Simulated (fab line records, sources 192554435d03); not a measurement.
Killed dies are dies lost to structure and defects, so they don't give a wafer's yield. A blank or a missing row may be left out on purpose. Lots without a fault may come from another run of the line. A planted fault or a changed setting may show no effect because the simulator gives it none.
Chamber matching | flow n5_finfet | N5_BEOL_M7_ILD_DEP_00 on pecvd-04: 3 sister chambers
The step deposits SiCOH lowk from DEMS/porogen, target thk 179.75 nm, time 33.4 s. 3 wafers are shown with their chamber, then 7 later ones without.

WAFERS WITH THEIR CHAMBER
wafer  | chamber | throttle_valve_pct (%)
L092.4 | 1       | 14.6
L093.1 | 0       | 13.6
L093.2 | 2       | 13.2

WAFERS WITHOUT THEIR CHAMBER
wafer  | throttle_valve_pct (%)
L093.5 | 13.0
L094.2 | 14.4
L094.3 | 14.1
L094.5 | 12.7
L097.1 | 14.8
L097.2 | 13.7
L097.4 | 14.7

WHICH CHAMBER EACH WENT THROUGH
wafer  | from the rows above          | in truth
L093.5 | can't be placed: 2 or 0      | 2
L094.2 | can't be placed: 1 or 0      | 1
L094.3 | can't be placed: 0 or 1 or 2 | 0
L094.5 | can't be placed: 2 or 0      | 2
L097.1 | 1                            | 1
L097.2 | can't be placed: 0 or 2      | 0
L097.4 | 1                            | 1
Placed correctly: 2 of 7. Can't be placed from these rows: 5 (the true chamber is among the candidates in 5). Placed wrongly: 0.
How it was worked out, from the rows above alone: a wafer's distance from a chamber is the root of the sum, over the readings, of the square of ((its reading less the chamber's mean) divided by the reading's scatter). The wafer belongs to the nearest chamber; if the next one is less than 2 further off, it can't be placed. A chamber's mean is the mean of its shown wafers. The scatter: with one shown wafer a chamber, the root of the mean of the squares of how far each hidden wafer lies from its nearest shown one.
